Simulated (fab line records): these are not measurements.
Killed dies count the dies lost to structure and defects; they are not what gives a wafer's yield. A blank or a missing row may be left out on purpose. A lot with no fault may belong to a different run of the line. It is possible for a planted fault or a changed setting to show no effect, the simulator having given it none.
Which tool did it?	flow n5Finfet	9 lots with 27 wafers sampled at 3 steps, on a route of 1938 steps

== WHAT THE GAUGES READ, wafer by wafer ==
N5_PMOS_HMC_CHANNEL_EPI_OVL_MEAS_10.
lot	measured	on	PMOS_HMC_BLK_OVL (nm)
L474	day 1 19:40	overlay-02	0.7 0.2 1.2
L475	day 2 01:20	overlay-01	-0.4 -1.1 0.8
L477	day 2 12:12	overlay-02	0.2 -0.6 0.9
L480	day 3 05:03	overlay-01	1.2 1.2 0.7
L481	day 3 11:29	overlay-02	0.0 -0.3 0.1
L486	day 4 17:30	overlay-01	0.6 -0.3 0.2
L493	day 6 16:32	overlay-02	47.2 47.4 49.1
L494	day 6 18:23	overlay-01	0.0 -0.7 -1.1
L495	day 6 23:50	overlay-01	47.1 46.8 46.3

== TOOL THAT RAN EACH LOT (tool first, then ch and the chambers of the sampled wafers, then the start) ==
lot	N5_ZERO_LAYER_ETCH_17	N5_PMOS_HMC_CHANNEL_EPI_EXPOSE_06
L474	rieDiel-03 ch 0,2, day 1 12:50	arfiScanner-01 ch 0, day 1 19:32
L475	rieDiel-03 ch 0,1, day 1 18:59	arfiScanner-01 ch 0, day 2 01:11
L477	rieDiel-04 ch 2,3, day 2 07:17	arfiScanner-03 ch 0, day 2 12:02
L480	rieDiel-03 ch 2,3, day 3 00:44	arfiScanner-01 ch 0, day 3 04:53
L481	rieDiel-04 ch 0,1,2, day 3 06:54	arfiScanner-03 ch 0, day 3 11:19
L486	rieDiel-04 ch 1,2,3, day 4 12:50	arfiScanner-03 ch 0, day 4 17:20
L493	rieDiel-04 ch 0,3, day 6 07:01	arfiScanner-03 ch 0, day 6 16:23
L494	rieDiel-04 ch 0,1, day 6 13:17	arfiScanner-02 ch 0, day 6 18:14
L495	rieDiel-01 ch 0,2,3, day 6 18:43	arfiScanner-03 ch 0, day 6 23:41
- N5_ZERO_LAYER_ETCH_17: etches SiO2 in CF4, target depth 12 nm, time 13.3 s.
- N5_PMOS_HMC_CHANNEL_EPI_EXPOSE_06: exposes mask PMOS HMC BLK, target cd 240 nm.

== THE ANSWER, worked out from the rows above alone ==
Rule: what is usual is taken from the lots themselves. The widest of any qualifying gaps counts: lots, ordered by their means at a reading, are off when they make up no more than a third of the lots, leave a main group of 4 or more, and stand apart from it by 3 or more times the standard deviation of that group's means. If all means in a main group match to the digits the tables above print for the reading, that group is not used. A lot without any number at a reading at which 4 lots or more have one is off too. Where the step has rows for the other lots, those lots are counted as sound.
Off: L493, L495, seen at N5_PMOS_HMC_CHANNEL_EPI_OVL_MEAS_10 (PMOS_HMC_BLK_OVL). Main group: mean 0.2 nm, sd 0.51.
A tool fits if, at a process step before that reading, it ran every lot that is off, and no sound lot after the first of them. The gauges at N5_PMOS_HMC_CHANNEL_EPI_OVL_MEAS_10 are tried like those tools. One fits: N5_PMOS_HMC_CHANNEL_EPI_EXPOSE_06 on arfiScanner-03. A fault onset in the window from L486 (day 4 17:20, its last sound lot) to L493 (day 6 16:23, its first lot off) fits.

== WHAT THE SIMULATOR PUT IN ==
Scanner matching overlay: arfiScanner-03, from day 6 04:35 on, at N5_PMOS_HMC_CHANNEL_EPI_EXPOSE_06. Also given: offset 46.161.
Shown lots that were struck: L493, L495. The rule above found the same.
